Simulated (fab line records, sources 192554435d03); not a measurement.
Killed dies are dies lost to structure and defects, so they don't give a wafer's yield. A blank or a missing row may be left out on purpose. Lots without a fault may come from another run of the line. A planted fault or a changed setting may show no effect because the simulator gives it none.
Chamber matching | flow n5_finfet | N5_BEOL_M2_ETCH_70 on rie_diel-03: 4 sister chambers
The step etches SOC in N2/H2, target depth 80 nm, overetch 24 nm, time 130 s. 24 wafers are shown with their chamber, then 12 later ones without.

WAFERS WITH THEIR CHAMBER
wafer  | chamber | throttle_valve_pct (%) | showerhead_plenum_p_Torr (Torr) | oes_product_au (a.u.)
L076.1 | 1       | 17.4                   | 2.44                            | 0.55
L076.3 | 0       | 18.1                   | 2.62                            | 0.51
L076.5 | 3       | 18.1                   | 2.53                            | 0.54
L078.1 | 0       | 18.1                   | 2.61                            | 0.51
L078.2 | 3       | 18.1                   | 2.53                            | 0.53
L078.3 | 1       | 17.4                   | 2.43                            | 0.55
L078.4 | 2       | 17.4                   | 2.69                            | 0.64
L078.5 | 2       | 17.4                   | 2.69                            | 0.65
L078.6 | 1       | 17.4                   | 2.43                            | 0.56
L079.2 | 3       | 18.1                   | 2.53                            | 0.54
L079.4 | 2       | 17.4                   | 2.69                            | 0.64
L079.5 | 3       | 18.1                   | 2.53                            | 0.54
L080.1 | 3       | 18.1                   | 2.53                            | 0.54
L080.4 | 0       | 18.1                   | 2.61                            | 0.51
L080.6 | 2       | 17.4                   | 2.69                            | 0.65
L082.2 | 0       | 18.1                   | 2.61                            | 0.51
L082.3 | 1       | 17.4                   | 2.43                            | 0.55
L082.6 | 0       | 18.1                   | 2.61                            | 0.50
L086.1 | 2       | 17.4                   | 2.68                            | 0.64
L086.2 | 1       | 17.5                   | 2.43                            | 0.54
L086.6 | 2       | 17.4                   | 2.69                            | 0.64
L089.1 | 1       | 17.5                   | 2.43                            | 0.54
L089.3 | 3       | 18.1                   | 2.52                            | 0.52
L089.6 | 0       | 18.1                   | 2.61                            | 0.50

SIGNATURES (means of the wafers above)
reading                  | chamber 0 | chamber 1 | chamber 2 | chamber 3 | scatter within a chamber
throttle_valve_pct       | 18.100    | 17.433    | 17.400    | 18.100    | 0.0258
showerhead_plenum_p_Torr | 2.6117    | 2.4317    | 2.6883    | 2.5283    | 0.00408
oes_product_au           | 0.5067    | 0.5483    | 0.6433    | 0.5350    | 0.00671
Rule: a wafer's distance from a chamber is the root of the sum, over the readings, of the square of ((its reading less the chamber's mean) divided by the reading's scatter). The wafer belongs to the nearest chamber; if the next one is less than 2 further off, it can't be placed. The scatter: the root of (the sum of the squares of (reading less its chamber's mean) over the shown wafers, divided by (wafers less chambers)).

WAFERS WITHOUT THEIR CHAMBER
wafer  | throttle_valve_pct (%) | showerhead_plenum_p_Torr (Torr) | oes_product_au (a.u.)
L094.1 | 17.7                   | 2.60                            | 0.72
L094.4 | 17.5                   | 2.42                            | 0.53
L094.6 | 17.5                   | 2.42                            | 0.53
L095.1 | 17.5                   | 2.68                            | 0.62
L095.4 | 18.1                   | 2.52                            | 0.52
L095.5 | 17.7                   | 2.60                            | 0.72
L097.2 | 18.2                   | 2.52                            | 0.52
L097.3 | 17.5                   | 2.42                            | 0.53
L097.6 | 17.5                   | 2.68                            | 0.62
L096.3 | 17.7                   | 2.60                            | 0.69
L096.4 | 17.5                   | 2.42                            | 0.53
L096.6 | 17.5                   | 2.42                            | 0.53

WHICH CHAMBER EACH WENT THROUGH
wafer  | from the rows above | in truth
L094.1 | 2                   | 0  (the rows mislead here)
L094.4 | 1                   | 1
L094.6 | 1                   | 1
L095.1 | 2                   | 2
L095.4 | 3                   | 3
L095.5 | 2                   | 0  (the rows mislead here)
L097.2 | 3                   | 3
L097.3 | 1                   | 1
L097.6 | 2                   | 2
L096.3 | 2                   | 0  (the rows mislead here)
L096.4 | 1                   | 1
L096.6 | 1                   | 1
Placed correctly: 9 of 12. Can't be placed from these rows: 0. Placed wrongly: 3.
